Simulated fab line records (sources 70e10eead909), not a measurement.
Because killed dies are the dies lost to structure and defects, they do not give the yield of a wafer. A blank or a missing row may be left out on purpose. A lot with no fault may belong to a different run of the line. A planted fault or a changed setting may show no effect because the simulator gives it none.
Which of the tools did it? + flow nand-harc + 12 lots, 36 wafers sampled, at 5 steps of a route of 1302

## WHAT THE GAUGES SHOWED, per wafer
NHARC_A_CONTACT_INSPECT_44.
| lot  | measured     | on                | raw-defect-count |
|------|--------------|-------------------|------------------|
| L414 | day 21 11:33 | defect-inspect-01 | 19 13 19         |
| L415 | day 21 22:00 | defect-inspect-01 | 167 157 131      |
| L413 | day 22 00:51 | defect-inspect-02 | 124 120 123      |
| L419 | day 23 15:08 | defect-inspect-02 | 59 66 56         |
| L418 | day 23 15:10 | defect-inspect-01 | 116 121 111      |
| L428 | day 27 03:18 | defect-inspect-01 | 62 77 60         |
| L427 | day 27 11:31 | defect-inspect-02 | 185 138 137      |
| L429 | day 28 18:17 | defect-inspect-01 | 61 51 59         |
| L431 | day 28 19:14 | defect-inspect-01 | 120 113 133      |
| L432 | day 29 07:44 | defect-inspect-02 | 111 114 158      |
| L434 | day 30 14:08 | defect-inspect-01 | 86 79 94         |
| L436 | day 31 04:30 | defect-inspect-02 | 65 63 61         |

NHARC_END_SORT_01.
| lot  | measured     | on        | killed-at-array | killed-at-other | killed-at-periphery | killed-dies | killed-open | killed-short |
|------|--------------|-----------|-----------------|-----------------|---------------------|-------------|-------------|--------------|
| L418 | day 26 09:52 | prober-01 | 64 671 78       | 0 0 0           | 3 4 0               | 67 675 78   | 2 1 1       | 2 1 1        |

## TOOL THAT RAN EACH LOT (tool first, then ch and the chambers of the sampled wafers, then the start)
| lot  | NHARC_A_CONTACT_DESCUM_47          | NHARC_A_CONTACT_ETCH_51            | NHARC_A_CONTACT_ETCH_119             |
|------|------------------------------------|------------------------------------|--------------------------------------|
| L414 | rie-diel-07 ch 0,1,2, day 21 11:38 | rie-diel-07 ch 0,2,3, day 21 12:29 | har-cap-etch-01 ch 0,1, day 21 14:51 |
| L415 | rie-diel-07 ch 0,2,3, day 21 22:05 | rie-diel-07 ch 0,1,3, day 21 22:56 | har-cap-etch-03 ch 0,1, day 22 01:23 |
| L413 | rie-diel-04 ch 0,3, day 22 00:55   | rie-diel-04 ch 1,3, day 22 01:31   | har-cap-etch-03 ch 0,1, day 22 04:07 |
| L419 | rie-diel-04 ch 2,3, day 23 15:11   | rie-diel-04 ch 1,2, day 23 15:55   | har-cap-etch-02 ch 0,1, day 23 18:37 |
| L418 | rie-diel-07 ch 1,2,3, day 23 15:15 | rie-diel-07 ch 0,2,3, day 23 16:14 | har-cap-etch-01 ch 0,1, day 23 18:35 |
| L428 | rie-diel-07 ch 1,3, day 27 03:22   | rie-diel-07 ch 1,2, day 27 04:26   | har-cap-etch-01 ch 0,1, day 27 07:03 |
| L427 | rie-diel-02 ch 0,2,3, day 27 11:35 | rie-diel-02 ch 0,1,3, day 27 12:22 | har-cap-etch-01 ch 0,1, day 27 14:52 |
| L429 | rie-diel-04 ch 1,3, day 28 18:22   | rie-diel-04 ch 0,1,3, day 28 19:13 | har-cap-etch-02 ch 0,1, day 28 21:37 |
| L431 | rie-diel-07 ch 0,1,3, day 28 19:18 | rie-diel-07 ch 1,2,3, day 28 19:54 | har-cap-etch-03 ch 0,1, day 28 22:31 |
| L432 | rie-diel-07 ch 1,2,3, day 29 07:48 | rie-diel-07 ch 0,1,2, day 29 08:24 | har-cap-etch-03 ch 0,1, day 29 11:02 |
| L434 | rie-diel-07 ch 2,3, day 30 14:13   | rie-diel-07 ch 0,3, day 30 14:49   | har-cap-etch-01 ch 0,1, day 30 17:28 |
| L436 | rie-diel-07 ch 0,3, day 31 04:34   | rie-diel-07 ch 0,1, day 31 05:10   | har-cap-etch-02 ch 0,1, day 31 08:10 |
- NHARC_A_CONTACT_DESCUM_47: chemistry O2, time 3 s.
- NHARC_A_CONTACT_ETCH_51: etches the open film in O2/COS, target depth 7000 nm, time 1820 s.
- NHARC_A_CONTACT_ETCH_119: etches the open film in C4F8/O2/Ar, time 190 s, target depth 1850 nm.

## AS READ BY THE TOOLS THEMSELVES (means over the sampled wafers that have a number; for cases with no such wafer, the mark the record gives instead)
NHARC_A_CONTACT_DESCUM_47.
| lot  | tool        | drypump-motor-current-A (A) | o2-flow-sccm (sccm) | oes-product-au (a.u.) | rf-vpp-V (V) | showerhead-plenum-p-Torr (Torr) | throttle-valve-pct (%) |
|------|-------------|-----------------------------|---------------------|-----------------------|--------------|---------------------------------|------------------------|
| L414 | rie-diel-07 | 5.8                         | 199.8               | 0.999                 | 57.7         | 1.90                            | 11.305                 |
| L415 | rie-diel-07 | 5.9                         | 199.9               | 1.006                 | 57.9         | 1.92                            | 11.315                 |
| L413 | rie-diel-04 | 5.8                         | 200.2               | 1.014                 | 58.8         | 1.96                            | 11.317                 |
| L419 | rie-diel-04 | 5.2                         | 200.7               | 1.006                 | 56.9         | 1.94                            | 11.302                 |
| L418 | rie-diel-07 | 5.7                         | 200.7               | 1.002                 | 57.4         | 1.92                            | 11.313                 |
| L428 | rie-diel-07 | 5.2                         | 200.1               | 0.999                 | 58.1         | 1.89                            | 11.311                 |
| L427 | rie-diel-02 | 6.5                         | 200.0               | 0.998                 | 57.6         | 1.97                            | 11.298                 |
| L429 | rie-diel-04 | 5.7                         | 200.0               | 1.019                 | 58.0         | 1.95                            | 11.309                 |
| L431 | rie-diel-07 | 5.3                         | 200.7               | 0.987                 | 57.8         | 1.87                            | 11.304                 |
| L432 | rie-diel-07 | 5.6                         | 199.7               | 0.991                 | 57.9         | 1.91                            | 11.312                 |
| L434 | rie-diel-07 | 6.2                         | 200.3               | 0.994                 | 57.5         | 1.95                            | 11.313                 |
| L436 | rie-diel-07 | 5.6                         | 199.7               | 0.979                 | 57.8         | 1.86                            | 11.310                 |

NHARC_A_CONTACT_ETCH_51.
| lot  | tool        | drypump-motor-current-A (A) | o2-flow-sccm (sccm) | oes-product-au (a.u.) | rf-vpp-V (V) | showerhead-plenum-p-Torr (Torr) | throttle-valve-pct (%) |
|------|-------------|-----------------------------|---------------------|-----------------------|--------------|---------------------------------|------------------------|
| L414 | rie-diel-07 | 5.9                         | 400.1               | 1.005                 | 314.5        | 3.13                            | 28.332                 |
| L415 | rie-diel-07 | 5.4                         | 399.0               | 0.996                 | 313.3        | 3.07                            | 28.324                 |
| L413 | rie-diel-04 | 5.7                         | 400.6               | 1.003                 | 315.3        | 3.22                            | 28.321                 |
| L419 | rie-diel-04 | 5.5                         | 399.2               | 1.015                 | 314.6        | 3.18                            | 28.325                 |
| L418 | rie-diel-07 | 5.9                         | 399.7               | 0.943                 | 314.2        | 3.13                            | 28.336                 |
| L428 | rie-diel-07 | 5.5                         | 398.6               | 0.980                 | 313.2        | 3.10                            | 28.333                 |
| L427 | rie-diel-02 | 6.6                         | 400.2               | 0.988                 | 314.3        | 3.10                            | 28.334                 |
| L429 | rie-diel-04 | 5.8                         | 399.2               | 1.002                 | 315.3        | 3.17                            | 28.339                 |
| L431 | rie-diel-07 | 5.6                         | 401.4               | 0.994                 | 314.3        | 3.12                            | 28.334                 |
| L432 | rie-diel-07 | 5.7                         | 398.6               | 0.986                 | 314.7        | 3.09                            | 28.330                 |
| L434 | rie-diel-07 | 5.5                         | 400.0               | 1.007                 | 313.7        | 3.07                            | 28.331                 |
| L436 | rie-diel-07 | 5.2                         | 400.6               | 0.990                 | 313.0        | 3.03                            | 28.331                 |

## THE ANSWER, worked out from the rows above alone
Rule: the lots themselves supply what counts as usual. The widest of any qualifying gaps counts: lots, ordered by their means at a reading, are off when they make up no more than a third of the lots, leave a main group of 4 or more, and stand apart from it by 3 or more times the standard deviation of that group's means. If all means in a main group match to the digits the tables above print for the reading, that group is not used. A lot without any number at a reading at which 4 lots or more have one is off too. All remaining lots with rows at the step are treated as sound. Order of review: gauges by route order, followed by the tools' own readings, for which a lot's mean as printed above is used. The first step at which some lot is off is used, and at that step the reading that is off furthest; a lot without a number counts as furthest.
Off: L418, at NHARC_A_CONTACT_ETCH_51 (oes-product-au). Main group: mean 0.997 a.u., sd 0.01.
If a tool, at that step or one of the process steps before it, ran each lot that is off and ran no sound lot following the first of them, it fits. None of those tried fits.

## WHAT THE SIMULATOR PUT IN
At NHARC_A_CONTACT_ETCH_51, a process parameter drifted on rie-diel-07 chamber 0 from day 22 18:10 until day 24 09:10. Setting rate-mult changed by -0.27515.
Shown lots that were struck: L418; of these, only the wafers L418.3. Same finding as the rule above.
